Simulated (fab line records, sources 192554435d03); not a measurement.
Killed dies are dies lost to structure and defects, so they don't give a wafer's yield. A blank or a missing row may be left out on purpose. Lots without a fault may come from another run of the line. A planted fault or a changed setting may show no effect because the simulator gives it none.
fab line records | flow n5_finfet
record lots=4 wafers=11 last_day=19
route steps=1938 shown BEOL_M2@857 BEOL_M4@1111 PASSIVATION@1936
lots that met no fault: from a run of the same line without faults
start_h: hours from the record's first day to the start of the lot's first wafer shown | wait_h: hours since the lot's step before | " the same as in the row above | L1.1+2: a row that stands for several wafers | - no value, or no start given | * or withheld: withheld | < > ~ a bound
route shown NAME@n: a module of which the file shows steps, and the number in the route of the first | usual: mean/standard deviation of fault-free wafers | same: alike in all rows | chamber/n: place in a boat | sites: the reading at each site | _std_site: their standard deviation | _edge_site: outer sites' mean less inner sites' | radius_mm: how far each site lies from the wafer's centre | mask NAME#n: copy n | behind: the tool/chamber that last shaped the wafer | hold: why the lot was held/for how many hours/how that ended | device: the transistor (n, p or np) that didn't switch | end of line: the same wafers' tests at the end of the route | a step without rows: its recipe alone | killed: dies lost to structure and defects at the first sort, not the wafer's yield | map: a wafer's dies, x killed, . not, _ none there
set.NAME: the setting as run; set.NAME@STEP: as run at that earlier step | model.NAME: the simulator's own value behind a step, which no gauge read
lots at some steps of the route; a table a step, a row a wafer
services: from which hour (start_h, from the record's first day; less than 0 if before it) a tool's chamber was out of use, for how many hours, and why
## steps
# step N5_BEOL_M2_DESCUM_16
# recipe chemistry=O2 time_s=7 source_power_w=50 bias_power_w=20 pressure_mtorr=20 rf_frequency_hz=2.712e+07 temp_c=40 resist=CAR-EUV o2_flow_sccm=225
# step N5_BEOL_M2_ETCH_74
# recipe chemistry=N2/H2 target=underlayer target_depth_a=65 mask_material=CAR-EUV time_s=5.2 ion_energy_ev=200 pressure_mtorr=30 source_w=840 bias_w=150 n2_flow_sccm=200 h2_flow_sccm=200 ends=cleared
# step N5_BEOL_M2_ETCH_63
# recipe chemistry=CF4 target=SiARC target_depth_a=156 mask_material=CAR-EUV time_s=26 ion_energy_ev=80 pressure_mtorr=40 source_w=545 bias_w=36 Ar_flow_sccm=100 cf4_flow_sccm=100 ends=cleared
# step N5_BEOL_M2_ETCH_64
# recipe chemistry=N2/H2 target=SOC target_depth_a=750 overetch_a=225 mask_material=SiARC temp_c=40 time_s=121.9 ion_energy_ev=200 pressure_mtorr=30 source_w=840 bias_w=150 n2_flow_sccm=200 h2_flow_sccm=200
# step N5_BEOL_M2_STRIP_65
# recipe chemistry=N2/H2 temp_c=40 n2_flow_sccm=200 h2_flow_sccm=200 rf_frequency_hz=6e+07
# step N5_BEOL_M2_STRIP_75
# recipe chemistry=N2/H2 temp_c=40 n2_flow_sccm=200 h2_flow_sccm=200 rf_frequency_hz=6e+07
# step N5_BEOL_M2_STRIP_66
# recipe chemistry=CF4 resist=SiARC power_w=300 bias_power_w=75 pressure_mtorr=50 cf4_flow_sccm=150 rf_frequency_hz=6e+07
# step N5_BEOL_M2_HM_OPEN_17
# recipe chemistry=Cl2/BCl3 target_depth_a=200 overetch_a=60 target=TiN mask_material=SOC ion_energy_ev=150 pressure_mtorr=10 icp_w=1000 bias_w=126 Cl2_flow_sccm=53.25 bcl3_flow_sccm=21.75 Ar_flow_sccm=25
# step N5_BEOL_M2_STRIP_19
# recipe chemistry=O2 power_w=400 temp_c=40 pressure_mtorr=30 rf_frequency_hz=6e+07 bias_power_w=0 overash_fraction=0.2 o2_flow_sccm=225
# step N5_BEOL_M2_COAT_67
# recipe resist=SOC temp_c=250 time_s=60 spin_rpm=1500 resist_thk_nm=60
# usual heater_power_total_W=500.6/1.9 spin_speed_rpm=1500.0/1.1
# columns lot.wafer tool chamber start_h wait_h heater_power_total_W spin_speed_rpm model.SOC_of_BEOL_M2_COAT_67.thk_nm
L541.1 litho_track-05 0 205.58 0.0 503.0 1501.2 60
L541.3 " 0 " " 502.5 1500.7 60
L541.5 " 0 " " 501.6 1499.2 60.2
L547.3 litho_track-05 0 240.45 0.0 499.4 1677.4 56.6
L547.5 " 0 " " 499.1 1680.7 56.8
L547.6 " 0 " " 499.3 1679.9 56.6
L550.2 litho_track-05 0 264.76 0.0 498.8 1678.4 56.8
L550.4 " 0 " " 498.4 1677.3 56.8
L550.6 " 0 " " 499.7 1679.6 56.8
L554.2 litho_track-01 0 281.18 0.0 502.9 1496.9 59.8
L554.6 " 0 " " 502.2 1500.8 60
# step N5_BEOL_M2_COAT_68
# recipe resist=SiARC temp_c=220 time_s=60 spin_rpm=1500 resist_thk_nm=12
# step N5_BEOL_M2_COAT_76
# recipe resist=underlayer temp_c=205 time_s=60 spin_rpm=1500 resist_thk_nm=5
# step N5_BEOL_M2_COAT_22
# recipe resist=CAR-EUV spin_rpm=1500 resist_thk_nm=30
# step N5_BEOL_M2_EBR_24
# recipe solvent=PGMEA ebr_width_mm=1.5
# step N5_BEOL_M2_SOFTBAKE_23
# recipe temp_c=110 time_s=60 resist=CAR-EUV
# step N5_BEOL_M2_EXPOSE_25
# recipe mask_id=V1 na=0.33 source_shape=quasar sigma_inner=0.2 sigma_outer=0.8 polarization=unpolarized defocus_nm=5 dose_mj=63
# step N5_BEOL_M2_PEB_26
# recipe peb_temp_c=100 peb_time_s=60 resist=CAR-EUV
# step N5_BEOL_M2_DEVELOP_27
# recipe develop_time_s=30 developer=TMAH resist=CAR-EUV rinse_liquid=surfactant_rinse dry=air_spin dev_temp_c=23
# step N5_BEOL_M2_DESCUM_33
# recipe chemistry=O2 time_s=7 source_power_w=50 bias_power_w=20 pressure_mtorr=20 rf_frequency_hz=2.712e+07 temp_c=40 resist=CAR-EUV o2_flow_sccm=225
# step N5_BEOL_M2_ETCH_77
# recipe chemistry=N2/H2 target=underlayer target_depth_a=65 mask_material=CAR-EUV time_s=5.2 ion_energy_ev=200 pressure_mtorr=30 source_w=840 bias_w=150 n2_flow_sccm=200 h2_flow_sccm=200 ends=cleared
# step N5_BEOL_M2_ETCH_69
# recipe chemistry=CF4 target=SiARC target_depth_a=156 mask_material=CAR-EUV time_s=26 ion_energy_ev=80 pressure_mtorr=40 source_w=545 bias_w=36 Ar_flow_sccm=100 cf4_flow_sccm=100 ends=cleared
# step N5_BEOL_M2_ALD_98
# recipe material=SiO2 target_thk_a=25 temp_c=100 ald_precursor_family=BDEAS ald_co_reactant=O2-plasma pulse_time_s=1 co_reactant_pulse_time_s=1 purge_time_s=2 co_reactant_purge_time_s=2 ald_cycles=17 pressure_torr=2
# step N5_BEOL_M2_ETCHBACK_99
# recipe chemistry=CHF3 target=SiO2 target_depth_a=50 time_s=10.4 source_w=215 bias_w=47 Ar_flow_sccm=200 CHF3_flow_sccm=12 ion_energy_ev=100 pressure_mtorr=30
# step N5_BEOL_M2_ETCH_70
# recipe chemistry=N2/H2 target=SOC target_depth_a=800 overetch_a=240 mask_material=SiARC temp_c=40 time_s=130 ion_energy_ev=200 pressure_mtorr=30 source_w=840 bias_w=150 n2_flow_sccm=200 h2_flow_sccm=200
# usual drypump_motor_current_A=5.6/0.46 oes_product_au=0.59/0.064 rf_vpp_V=524.8/2.7 showerhead_plenum_p_Torr=2.57/0.091 throttle_valve_pct=17.74/0.22
# columns lot.wafer tool chamber start_h wait_h drypump_motor_current_A oes_product_au rf_hours_counter_h rf_vpp_V showerhead_plenum_p_Torr throttle_valve_pct model.etch.depth_nm
L541.1 rie_diel-02 0 219.92 0.0 6.4 0.59 96 524.9 2.54 17.77 59.97
L541.3 " 2 " " 5.3 0.55 138 525.8 2.63 17.57 59.98
L541.5 " 1 " " 5.5 0.73 - 523.6 2.52 17.89 60.15
L547.3 rie_diel-04 3 252.12 0.0 6.0 0.63 42 524.4 2.60 17.85 56.53
L547.5 " 0 " " 5.8 0.49 - 526.8 2.64 17.97 56.72
L547.6 " 1 " " 5.7 0.52 - 523.4 2.54 18.04 56.63
L550.2 rie_diel-03 3 275.03 0.0 4.9 0.62 41 529.3 2.69 17.61 56.84
L550.4 " 0 " " 5.0 0.58 - 525.4 2.55 17.56 56.71
L550.6 " 2 " " 5.2 0.50 - 521.2 2.40 17.94 56.79
L554.2 rie_diel-04 3 294.24 0.0 6.0 0.64 54 524.9 2.60 17.87 59.89
L554.6 " 0 " " 5.8 0.50 - 528.0 2.63 18.00 60.05
# step N5_BEOL_M2_STRIP_71
# recipe chemistry=N2/H2 temp_c=40 n2_flow_sccm=200 h2_flow_sccm=200 rf_frequency_hz=6e+07
# step N5_BEOL_M2_STRIP_78
# recipe chemistry=N2/H2 temp_c=40 n2_flow_sccm=200 h2_flow_sccm=200 rf_frequency_hz=6e+07
# step N5_BEOL_M2_VIA_ETCH_34
# recipe chemistry=C4F6/O2 target_depth_a=694 mask_material=SOC pressure_mtorr=15 ion_energy_ev=250 taper_deg=4 time_s=65.9 source_w=350 bias_w=170 Ar_flow_sccm=300 C4F6_flow_sccm=10 O2_flow_sccm=10
# usual drypump_motor_current_A=5.6/0.46 oes_product_au=0.80/0.092 rf_vpp_V=668/18 showerhead_plenum_p_Torr=2.87/0.092 throttle_valve_pct=30.72/0.29
# columns lot.wafer tool chamber start_h wait_h drypump_motor_current_A oes_product_au rf_hours_counter_h rf_vpp_V showerhead_plenum_p_Torr throttle_valve_pct model.SOC_of_BEOL_M2_COAT_67.thk_nm
L541.1 rie_diel-02 0 220.03 0.0 6.3 0.81 96 649 2.87 31.11 51.8
L541.3 " 2 " " 5.2 0.74 138 656 2.95 30.49 51.8
L541.5 " 1 " " 5.5 1.00 - 670 2.81 31.01 51.8
L547.3 rie_diel-04 3 252.23 0.0 6.0 0.86 42 693 2.86 30.52 48.4
L547.5 " 0 " " 5.8 0.68 - 646 2.90 30.44 48.6
L547.6 " 1 " " 5.7 0.74 - 666 2.84 31.03 48.6
L550.2 rie_diel-03 3 275.14 0.0 4.8 0.88 41 704 3.01 30.49 48.8
L550.4 " 0 " " 5.0 0.82 - 678 2.86 30.63 48.6
L550.6 " 2 " " 5.2 0.70 - 668 2.70 31.18 48.6
L554.2 rie_diel-04 3 294.35 0.0 6.0 0.86 54 691 2.86 30.56 51.6
L554.6 " 0 " " 5.8 0.67 - 644 2.90 30.46 52
# step N5_BEOL_M2_STRIP_83
# recipe chemistry=C4F6/O2 resist=SiARC rf_frequency_hz=6e+07
# step N5_BEOL_M4_RC_MEAS_101
# usual DIBL_N=36.4/2.2 DIBL_P=36.3/2.5 IOFF_N=0.17/0.052 IOFF_P=0.23/0.049 ION_N=674/17 ION_P=464/11 SS_N=71.7/0.98 SS_P=73.3/0.84 VT_N=250/4 VT_P=-249/3.8
# columns lot.wafer tool chamber start_h wait_h DIBL_N[mV/V] DIBL_P[mV/V] IOFF_N[nA/um] IOFF_P[nA/um] ION_N[uA/um] ION_P[uA/um] SS_N[mV/dec] SS_P[mV/dec] VT_N[mV] VT_P[mV]
L541.1 prober-02 0 271.98 0.0 37.8 39.6 0.17 0.27 670 464 72.3 74.1 250 -248
L541.3 " 0 " " 37.4 38.4 0.17 0.23 690 471 72.0 74.0 249 -252
L541.5 " 0 " " 37.0 37.8 0.16 0.23 670 458 72.0 73.0 253 -249
L550.2 prober-02 0 317.61 0.2 36.3 36.3 0.16 0.22 680 470 71.6 72.9 248 -248
L550.4 " 0 " " 35.4 35.8 0.15 0.23 676 477 71.2 73.4 247 -246
L550.6 " 0 " " 39.9 40.6 0.25 0.31 690 467 72.9 74.3 244 -244
L547.3 prober-01 0 322.15 0.3 34.0 33.9 0.12 0.18 669 465 70.6 73.1 255 -248
L547.5 " 0 " " 34.6 34.0 0.13 0.17 677 464 70.9 73.3 253 -250
L547.6 " 0 " " 42.9 38.9 0.49 0.29 666 452 78.0 74.8 246 -245
L554.2 prober-01 0 349.62 0.9 37.3 37.8 0.17 0.24 683 472 71.9 73.3 250 -249
L554.6 " 0 " " 33.2 32.8 0.11 0.17 648 457 71.4 71.8 254 -253
# step N5_PASSIVATION_PROBE_49
# usual defect_limited_yield=91.2/1.4 killed_at_M0_to_M3=34/9.3 killed_at_M4_up=14/5.9 killed_at_contacts=14/5.7 killed_at_front_end=38/10 killed_at_other=4/3.2 killed_dies=104/17 killed_open=67/13 killed_short=33/6.9 sort_bin_4_leakage=0/3.6 sort_bin_5_function=5.2/1 sort_bin_6_memory=3.3/0.61 sort_bin_8_speed=0.3/1.8 sort_n_pass=1069/52
# same gross_dies=1180 killed_at_back_side=0
# columns lot.wafer tool chamber start_h wait_h defect_limited_yield[%] killed_at_M0_to_M3 killed_at_M4_up killed_at_contacts killed_at_front_end killed_at_other killed_dies killed_open killed_short sort_bin_4_leakage[%] sort_bin_5_function[%] sort_bin_6_memory[%] sort_bin_8_speed[%] sort_n_pass
L541.1 prober-01 - 376.23 0.0 89.1 49 31 12 34 3 129 92 33 0 7.3 3.5 0 1051
L541.3 prober-01 - 376.33 0.1 90.4 31 32 14 36 0 113 83 24 0 5.5 3.9 0 1067
L541.5 prober-01 - 376.43 0.2 91.6 22 15 11 47 4 99 66 22 0 5.3 3.1 0 1081
L550.2 prober-02 - 417.83 0.1 90.2 32 17 12 52 3 116 82 31 0 6.3 3.1 0 1064
L550.4 prober-02 - 417.93 0.2 91.5 21 15 17 41 6 100 56 35 0 4.7 3.1 0.3 1080
L550.6 prober-02 - 418.03 0.3 89.7 30 16 26 49 1 122 77 41 0 6.0 4.0 0 1058
L547.3 prober-02 - 428.46 0.1 88.7 38 2 17 69 7 133 83 40 0 7.7 3.5 0 1047
L547.5 prober-02 - 428.56 0.2 90.3 31 7 8 64 4 114 75 37 0 5.3 3.9 0 1066
L547.6 prober-02 - 428.61 0.3 89.5 38 15 13 56 2 124 68 52 39 5.8 4.0 0 592
L554.2 prober-01 - 461.59 0.7 90.0 43 14 13 41 7 118 81 37 0 6.3 3.5 0 1062
L554.6 prober-01 - 461.79 0.9 90.8 53 12 5 37 2 109 70 33 0 5.8 3.0 0 1071
# killed by level:class
L541.1 BEOL_M2:geometric_particle:open=22 BEOL_M4:geometric_particle:open=16 BEOL_M0_SAQP:geometric_particle:open=13 ILD0:geometric_particle:open=8 MOL_CONTACT_COAG:geometric_particle:open=7 BEOL_M0_SAQP:geometric_particle:short=6 BEOL_M2:geometric_particle:short=6 FIN_SAQP:geometric_particle:open=5
L541.3 BEOL_M4:geometric_particle:open=16 BEOL_M2:geometric_particle:open=16 STI_FIN_REVEAL:geometric_particle:open=8 DUMMY_GATE:geometric_particle:open=7 MOL_CONTACT_COAG:geometric_particle:open=7 FIN_SAQP:geometric_particle:open=6 MOL_CONTACT_COAG:geometric_particle:short=5 ILD0:geometric_particle:short=4
L541.5 FIN_SAQP:geometric_particle:open=23 BEOL_M2:geometric_particle:open=11 MOL_CONTACT_COAG:geometric_particle:open=8 FIN_SAQP:geometric_particle:short=7 GATE_CUT:geometric_particle:short=4 BEOL_M3:geometric_particle:open=4 BEOL_M4:geometric_particle:open=4 STI_FIN_REVEAL:geometric_particle:open=3
L550.2 DUMMY_GATE:geometric_particle:open=12 MOL_CONTACT_COAG:geometric_particle:open=11 BEOL_M4:geometric_particle:open=11 BEOL_M3:geometric_particle:open=9 STI_FIN_REVEAL:geometric_particle:open=8 GATE_CUT:geometric_particle:short=8 BEOL_M0_SAQP:geometric_particle:open=6 BEOL_M1:geometric_particle:open=6
L550.4 MOL_CONTACT_COAG:geometric_particle:open=14 FIN_SAQP:geometric_particle:short=9 GATE_CUT:geometric_particle:short=6 BEOL_M4:geometric_particle:open=6 GATE_CUT:geometric_particle:open=5 BEOL_M1:geometric_particle:open=5 FIN_SAQP:geometric_particle:open=4 BEOL_M0_SAQP:geometric_particle:short=4
L550.6 MOL_CONTACT_COAG:geometric_particle:open=18 GATE_CUT:geometric_particle:short=11 BEOL_M4:geometric_particle:open=10 FIN_SAQP:geometric_particle:short=8 FIN_SAQP:geometric_particle:open=7 GATE_CUT:geometric_particle:open=7 MOL_CONTACT_COAG:geometric_particle:short=7 BEOL_M0_SAQP:geometric_particle:open=6
L547.3 STI_FIN_REVEAL:geometric_particle:open=26 BEOL_M0_SAQP:geometric_particle:short=12 BEOL_M0_SAQP:geometric_particle:open=10 FIN_SAQP:geometric_particle:open=8 BEOL_M2:geometric_particle:open=8 MOL_CONTACT_COAG:area_etch=8 MOL_CONTACT_COAG:geometric_particle:open=7 GATE_CUT:geometric_particle:open=5
L547.5 STI_FIN_REVEAL:geometric_particle:open=19 FIN_SAQP:geometric_particle:short=9 STI_FIN_REVEAL:geometric_particle:short=8 BEOL_M1:geometric_particle:open=8 BEOL_M2:geometric_particle:open=8 FIN_SAQP:geometric_particle:open=6 MOL_CONTACT_COAG:geometric_particle:open=5 BEOL_M0_SAQP:geometric_particle:short=4
L547.6 STI_FIN_REVEAL:geometric_particle:open=21 BEOL_M0_SAQP:geometric_particle:short=13 FIN_SAQP:geometric_particle:short=12 GATE_CUT:geometric_particle:short=11 BEOL_M0_SAQP:geometric_particle:open=9 MOL_CONTACT_COAG:geometric_particle:open=8 FIN_SAQP:geometric_particle:open=6 BEOL_M1:geometric_particle:open=5
L554.2 FIN_SAQP:geometric_particle:open=16 BEOL_M3:geometric_particle:open=13 MOL_CONTACT_COAG:geometric_particle:open=9 BEOL_M0_SAQP:geometric_particle:open=9 BEOL_M0_SAQP:geometric_particle:short=8 FIN_SAQP:geometric_particle:short=6 BEOL_M2:geometric_particle:open=5 STI_FIN_REVEAL:geometric_particle:open=4
L554.6 BEOL_M3:geometric_particle:open=16 BEOL_M0_SAQP:geometric_particle:open=14 BEOL_M0_SAQP:geometric_particle:short=11 BEOL_M4:geometric_particle:open=7 MOL_CONTACT_COAG:geometric_particle:open=5 FIN_SAQP:geometric_particle:short=4 FIN_SAQP:geometric_particle:open=4 ILD0:geometric_particle:short=4
## services
# columns tool chamber start_h hours kind
rie_diel-02 1 191.74 - clean
rie_diel-02 1 191.74 - consumable_replace:focus_ring
rie_diel-02 1 191.74 22.8 scheduled_down
rie_diel-02 1 191.74 22.8 vent_cycle
rie_diel-03 0 201.11 2.7 repair
rie_diel-04 2 244.17 16.4 repair
rie_diel-03 1 263.46 - clean
rie_diel-03 1 263.46 - consumable_replace:focus_ring
rie_diel-02 1 286.15 11.8 repair
## key
first_sign step=N5_BEOL_M2_COAT_67 reading=spin_speed_rpm direction=up sigmas=99+ usual=* struck=*
effect none on later readings
model_effect step=N5_BEOL_M2_COAT_67 value=SOC_of_BEOL_M2_COAT_67.thk_nm without=60 struck=56.73
model_effect step=N5_BEOL_M2_ETCH_70 value=etch.depth_nm without=59.99 struck=56.7
model_effect step=N5_BEOL_M2_VIA_ETCH_34 value=SOC_of_BEOL_M2_COAT_67.thk_nm without=51.83 struck=48.6
met_at N5_BEOL_M2_COAT_67
struck_wafers L547.3,L547.5,L547.6,L550.2,L550.4,L550.6
onset_between 205.58 240.45
fault kind=process_parameter_drift tool=litho_track-05 chamber=- onset_h=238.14 steps=N5_BEOL_M2_COAT_67 channel=spin_rpm offset=* shape=step end_h=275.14 acts_in=* stated=*
